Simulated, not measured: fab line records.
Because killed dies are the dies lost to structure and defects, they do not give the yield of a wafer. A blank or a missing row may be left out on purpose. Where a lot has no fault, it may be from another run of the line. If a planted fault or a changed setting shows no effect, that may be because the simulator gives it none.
8D (eight disciplines) problem report, filled in by code + flow n5_finfet + the parts of the form that need people (team, actions taken, sign-off) are left out

## 1. THE ISSUE
platen_rpm at N5_BEOL_M5_CMP_52 reads a mean of 47.96 rpm on 1 wafer of 1 lot; wafers without a fault read 50.00 rpm with a standard deviation of 0.035. Relative to the usual mean, that is a shift of -58 standard deviations.
The step: polishes, stops on SiCOH lowk, t overpolish 6.9 s, target thk 62 nm.
The first sign was on wafer L604.4 at day 10 19:56, on cmp-02. At this step, 14 wafers from 5 lots have a number in the record. The rule behind "out" and "out of limits": a value lying over 4 standard deviations away from the usual mean. The other wafers with a number count as sound.

## 2. WHAT IT IS AND WHAT IT IS NOT
| question                    | is                | is not                                                                         |
|-----------------------------|-------------------|--------------------------------------------------------------------------------|
| which readings at this step | platen_rpm        | barrier_field_endpoint_s, motor_current_A, time_to_endpoint_s                  |
| which lots                  | L604              | L602, L608, L618, L620                                                         |
| which wafers of those lots  | L604.4            | L604.2, L604.3                                                                 |
| read on which tools         | cmp-02            | cmp-04                                                                         |
| when                        | from day 10 19:56 | up to then (5 sound wafers); but 8 sound wafers of L608, L618, L620 came after |

## 3. THE SUSPECTS, EACH WITH WHAT RULES IT OUT
Counting: if a tool at a process step up to the reading ran every lot that is out, it stays a suspect. Sound lots after the first of them don't rule it out here, since some wafers of a struck lot are sound.
- pvd_sputter-03 at N5_BEOL_M5_SPUTTER_48 (material Cu, target thk 15 nm, time 27.62 s): kept. It ran the lot that is out, L604 (day 10 14:35).
- pvd_sputter-03 at N5_BEOL_M5_ANNEAL_82 (time 1800 s): kept. It ran the lot that is out, L604 (day 10 15:45).
- pvd_sputter-03 at N5_BEOL_M5_SPUTTER_88 (material Cu, target thk 15 nm, time 27.62 s): kept. It ran the lot that is out, L604 (day 10 17:50).
- pvd_sputter-03 at N5_BEOL_M5_ANNEAL_89 (time 1800 s): kept. It ran the lot that is out, L604 (day 10 17:55).
- rtp_anneal-02 at N5_BEOL_M5_ANNEAL_51 (time 90 s): kept. It ran the lot that is out, L604 (day 10 19:31); its last sound lot up to then is L602 (day 10 00:56).
- cmp-02 at N5_BEOL_M5_CMP_52 (polishes, stops on SiCOH lowk, t overpolish 6.9 s, target thk 62 nm): kept. It ran the lot that is out, L604 (day 10 19:56); its last sound lot up to then is L602 (day 10 01:14). Its own readings are out on those wafers: platen_rpm.
- cmp-02, N5_BEOL_M5_CMP_52: wafers that are out in chamber 1, sound lot-mates in chambers 0, 2.
Left after counting: pvd_sputter-03 at N5_BEOL_M5_SPUTTER_48, pvd_sputter-03 at N5_BEOL_M5_ANNEAL_82, pvd_sputter-03 at N5_BEOL_M5_SPUTTER_88, pvd_sputter-03 at N5_BEOL_M5_ANNEAL_89, rtp_anneal-02 at N5_BEOL_M5_ANNEAL_51, cmp-02 at N5_BEOL_M5_CMP_52.

## 4. THE CAUSE (what the simulator had put in)
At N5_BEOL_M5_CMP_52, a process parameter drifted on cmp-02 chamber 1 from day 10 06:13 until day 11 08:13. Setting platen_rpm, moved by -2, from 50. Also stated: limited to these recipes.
Counting leaves 6 suspects; this tool is one of them.

## 5. SEQUENCE OF EFFECTS, ordered by route
Rows list readings where the struck wafers' mean (over those with a number) sits beyond 3 standard deviations from the usual. Only readings for which the record gives a usual standard deviation are gone through. hours: the time from each lot's start at the first step in this table that gives one to its start at this step, as a median over the lots. sigmas: the change in usual standard deviations.
| hours | step              | reading    | usual     | on struck wafers | change | sigmas |
|-------|-------------------|------------|-----------|------------------|--------|--------|
| 0     | N5_BEOL_M5_CMP_52 | platen_rpm | 50.00 rpm | 47.96            | -2.04  | -58    |
It contains these process steps:
- N5_BEOL_M5_CMP_52: polishes, stops on SiCOH lowk, t overpolish 6.9 s, target thk 62 nm.

## 6. HOW IT WOULD HAVE BEEN CAUGHT EARLIER
First out-of-limits reading in this record: day 10 19:56, which is 14 hours after fault onset at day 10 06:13.
